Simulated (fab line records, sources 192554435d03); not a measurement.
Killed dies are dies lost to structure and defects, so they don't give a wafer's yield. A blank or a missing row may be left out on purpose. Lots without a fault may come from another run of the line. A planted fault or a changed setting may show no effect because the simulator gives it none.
Chamber matching | flow n5_finfet | N5_BEOL_M5_DEP_56 on pecvd-04: 3 sister chambers
The step deposits SiCN from 3MS/NH3, target thk 8 nm, time 14 s. 6 wafers are shown with their chamber, then 8 later ones without.

WAFERS WITH THEIR CHAMBER
wafer  | chamber | throttle_valve_pct (%) | showerhead_plenum_p_Torr (Torr)
L079.4 | 1       | 10.0                   | 3.633
L079.6 | 0       | 9.4                    | 3.662
L084.1 | 0       | 9.4                    | 3.669
L084.2 | 1       | 9.6                    | 3.652
L084.3 | 2       | 9.2                    | 3.675
L084.4 | 2       | 9.2                    | 3.680

WAFERS WITHOUT THEIR CHAMBER
wafer  | throttle_valve_pct (%) | showerhead_plenum_p_Torr (Torr)
L084.5 | 9.5                    | 3.657
L084.6 | 9.6                    | 3.676
L085.1 | 9.8                    | 3.650
L085.2 | 9.3                    | 3.668
L085.4 | 9.1                    | 3.671
L093.1 | 9.2                    | 3.677
L093.4 | 9.4                    | 3.683
L093.6 | 9.1                    | 3.674

WHICH CHAMBER EACH WENT THROUGH
wafer  | from the rows above          | in truth
L084.5 | can't be placed: 0 or 1 or 2 | 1
L084.6 | can't be placed: 0 or 2      | 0
L085.1 | 1                            | 1
L085.2 | can't be placed: 0 or 2      | 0
L085.4 | can't be placed: 2 or 0      | 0
L093.1 | can't be placed: 2 or 0      | 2
L093.4 | can't be placed: 2 or 0      | 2
L093.6 | can't be placed: 2 or 0      | 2
Placed correctly: 1 of 8. Can't be placed from these rows: 7 (the true chamber is among the candidates in 7). Placed wrongly: 0.
How it was worked out, from the rows above alone: a wafer's distance from a chamber is the root of the sum, over the readings, of the square of ((its reading less the chamber's mean) divided by the reading's scatter). The wafer belongs to the nearest chamber; if the next one is less than 2 further off, it can't be placed. A chamber's mean is the mean of its shown wafers. The scatter: the root of (the sum of the squares of (reading less its chamber's mean) over the shown wafers, divided by (wafers less chambers)).
